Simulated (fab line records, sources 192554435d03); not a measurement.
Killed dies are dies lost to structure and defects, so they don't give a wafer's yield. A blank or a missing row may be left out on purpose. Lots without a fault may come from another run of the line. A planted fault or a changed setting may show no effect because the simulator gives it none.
A struck lot beside a sound one | flow n5_finfet | 36 steps out of a route of 1938
Sound: wafers L935.2, L935.4, L935.5. Struck: wafers L947.1, L947.2, L947.4. The cause comes at the end.
At each step with rows: each side's tool, then ch and its chambers, then its first start. Under that, the readings that differ: sound wafers | struck wafers | difference of the means | sigmas: that difference in standard deviations of wafers without a fault.
alike: readings whose means differ by less than 2 such deviations, and words and numbers that are the same on both sides. not compared: withheld readings, readings that some wafer has no value for, bounds like >300 that may hide the same value, and numbers for which the record gives no deviation and whose values overlap.
The two part at a step that has a row with sigmas, a row that says differs or no value, or rows on one side only. Numbers that don't overlap but have no deviation are shown without sigmas and don't part them. A reading that every wafer of one side lacks parts them only if that side has two wafers or more.

first, 5 steps without rows for these wafers: N5_PASSIVATION_SOFTBAKE_25 (time 90 s); N5_PASSIVATION_EXPOSE_27 (exposes mask PAD, defocus 0 nm); N5_PASSIVATION_PEB_28; N5_PASSIVATION_DEVELOP_29 (develop time 60 s); N5_PASSIVATION_HARDBAKE_31 (time 120 s).
N5_PASSIVATION_CD_MEAS_30: target cd 4000 nm.
  sound on cd_sem-02 ch 0, day 12 21:24; struck on cd_sem-02 ch 0, day 16 08:17
  alike: cd_nm
N5_PASSIVATION_OVL_MEAS_63:
  sound on overlay-02 ch 0, day 12 21:26; struck on overlay-01 ch 0, day 16 08:19
  alike: PAD_OVL
N5_PASSIVATION_INSPECT_64: inspects for defects (macro).
  sound on defect_inspect-01, day 12 21:27; struck on defect_inspect-02, day 16 08:20
  alike: raw_defect_count
N5_PASSIVATION_DESCUM_32: chemistry O2, time 7.9 s.
  sound on rie_diel-02 ch 0,1,2, day 12 21:33; struck on rie_diel-03 ch 1,2,3, day 16 08:30
  alike: drypump_motor_current_A, oes_product_au, rf_vpp_V, showerhead_plenum_p_Torr, throttle_valve_pct
  not compared: rf_hours_counter_h
then, 1 step without rows for these wafers: N5_PASSIVATION_AL_ETCH_33 (etches Al in Cl2/BCl3, stops on TaN, target depth 2800 nm, time 466.7 s).
N5_PASSIVATION_ETCH_59: etches TaN in Cl2/BCl3, target depth 65 nm, time 34.9 s.
  sound on rie_metal-03 ch 0,1, day 12 22:02; struck on rie_metal-01 ch 0,1, day 16 09:01
  reading               | sound             | struck            | difference | sigmas
  bcl3_flow_sccm (sccm) | 29.71 29.88 29.86 | 30.08 29.93 29.95 | +0.17      | +2
  alike: drypump_motor_current_A, oes_product_au, throttle_valve_pct
  not compared: rf_hours_counter_h
then, 1 step without rows for these wafers: N5_PASSIVATION_STRIP_34 (strips in O2).
N5_PASSIVATION_STRIP_51: strips in post etch residue remover, time 1200 s.
  sound on wet_bench-03 ch 0,1,6, day 12 22:20; struck on wet_bench-01 ch 0,1,4, day 16 09:13
then, 3 steps without rows for these wafers: N5_PASSIVATION_CLEAN_69 (cleans in IPA, time 180 s); N5_PASSIVATION_SRD_70 (time 30 s); N5_PASSIVATION_PECVD_53 (deposits SiO2 from TEOS/O2, target thk 800 nm, time 169.4 s).
N5_PASSIVATION_PECVD_35: deposits SiNx from SiH4/NH3/N2, target thk 700 nm, time 151.3 s.
  sound on pecvd-01 ch 1,2, day 12 22:53; struck on pecvd-02 ch 0,1,2, day 16 09:46
  alike: heater_power_w, showerhead_plenum_p_Torr, throttle_valve_pct
then, 8 steps without rows for these wafers: N5_PASSIVATION_HMDS_37 (time 60 s); N5_PASSIVATION_COAT_38; N5_PASSIVATION_EBR_40; N5_PASSIVATION_SOFTBAKE_39 (time 120 s); N5_PASSIVATION_EXPOSE_41 (exposes mask PASS OPEN, defocus 0 nm, target cd 40000 nm); N5_PASSIVATION_PEB_42; N5_PASSIVATION_DEVELOP_43 (develop time 60 s); N5_PASSIVATION_HARDBAKE_45 (time 120 s).
N5_PASSIVATION_CD_MEAS_44: target cd 40000 nm.
  sound on cd_sem-03 ch 0, day 12 23:26; struck on cd_sem-03 ch 0, day 16 10:11
  reading    | sound             | struck            | difference | sigmas
  cd_nm (nm) | 39998 39998 39994 | 40006 40002 40003 | +7         | +2
N5_PASSIVATION_OVL_MEAS_66:
  sound on overlay-01 ch 0, day 12 23:28; struck on overlay-01 ch 0, day 16 10:13
  alike: PASS_OPEN_OVL
N5_PASSIVATION_DESCUM_46: chemistry O2, time 7.9 s.
  sound on rie_diel-02 ch 0,1, day 12 23:32; struck on rie_diel-02 ch 0,2, day 16 10:17
  alike: drypump_motor_current_A, oes_product_au, rf_vpp_V, showerhead_plenum_p_Torr, throttle_valve_pct
  not compared: rf_hours_counter_h
then, 1 step without rows for these wafers: N5_PASSIVATION_PASS_ETCH_47 (etches SiNx in CF4/O2, target depth 770 nm, time 385 s).
N5_PASSIVATION_ETCH_54: etches SiO2 in CHF3/O2, target depth 880 nm, time 440 s.
  sound on rie_diel-02 ch 0,1, day 12 23:47; struck on rie_diel-02 ch 0,2, day 16 10:32
  alike: drypump_motor_current_A, oes_product_au, rf_vpp_V, showerhead_plenum_p_Torr, throttle_valve_pct
  not compared: rf_hours_counter_h
then, 5 steps without rows for these wafers: N5_PASSIVATION_STRIP_48 (strips in O2); N5_PASSIVATION_STRIP_52 (strips in post etch residue remover, time 1200 s); N5_PASSIVATION_CLEAN_71 (cleans in IPA, time 180 s); N5_PASSIVATION_SRD_72 (time 30 s); N5_PASSIVATION_ANNEAL_56 (time 1800 s).
N5_PASSIVATION_PROBE_49:
  the record has rows for the struck wafers here (prober-01, day 16 13:19) and none for the sound ones

WHERE THEY PART
First at N5_PASSIVATION_ETCH_59; last, within this record, at N5_PASSIVATION_PROBE_49.

WHY: what the simulator had put in
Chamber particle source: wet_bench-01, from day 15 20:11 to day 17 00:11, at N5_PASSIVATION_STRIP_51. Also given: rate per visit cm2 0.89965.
